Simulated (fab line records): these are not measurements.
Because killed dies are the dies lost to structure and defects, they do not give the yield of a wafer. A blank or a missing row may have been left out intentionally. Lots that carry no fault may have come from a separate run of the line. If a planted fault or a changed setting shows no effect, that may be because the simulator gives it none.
Matching of chambers ; flow n5_finfet ; N5_SDB_CMP_30 on cmp-03 has 4 sister chambers
The step polishes, stops on poly-Si, t overpolish 1.54 s, target thk 30 nm. 4 wafers are shown with their chamber, then 10 later ones without.

== WAFERS PAIRED WITH THEIR CHAMBERS ==
wafer;chamber;motor_current_A (A)
L087.6;1;11.1
L088.4;0;12.3
L092.1;2;12.4
L092.2;3;14.9

== WAFERS WITH NO CHAMBER GIVEN ==
wafer;motor_current_A (A)
L092.3;11.1
L095.2;12.5
L095.3;10.8
L095.4;12.2
L096.2;12.4
L096.4;12.4
L096.6;12.5
L097.3;11.4
L097.5;14.8
L097.6;12.3

== THE CHAMBER EACH PASSED THROUGH ==
wafer;from the rows above;in truth
L092.3;1;1
L095.2;can't be placed: 2 or 0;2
L095.3;1;1
L095.4;can't be placed: 0 or 2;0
L096.2;can't be placed: 2 or 0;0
L096.4;can't be placed: 2 or 0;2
L096.6;can't be placed: 2 or 0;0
L097.3;1;1
L097.5;3;3
L097.6;can't be placed: 0 or 2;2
Placed correctly: 4 of 10. Not placeable from these rows: 6 (in 6, the candidates include the true chamber). Wrongly placed: 0.
How it was worked out, from the rows above alone: a wafer's distance from a chamber is the root of the sum, over the readings, of the square of ((its reading less the chamber's mean) divided by the reading's scatter). The wafer belongs to the nearest chamber; if the next one is less than 2 further off, it can't be placed. The mean given for a chamber averages the wafers shown for that chamber. The scatter (one wafer shown for each chamber): square how far every hidden wafer sits from the nearest shown wafer, average those squares and take the square root.
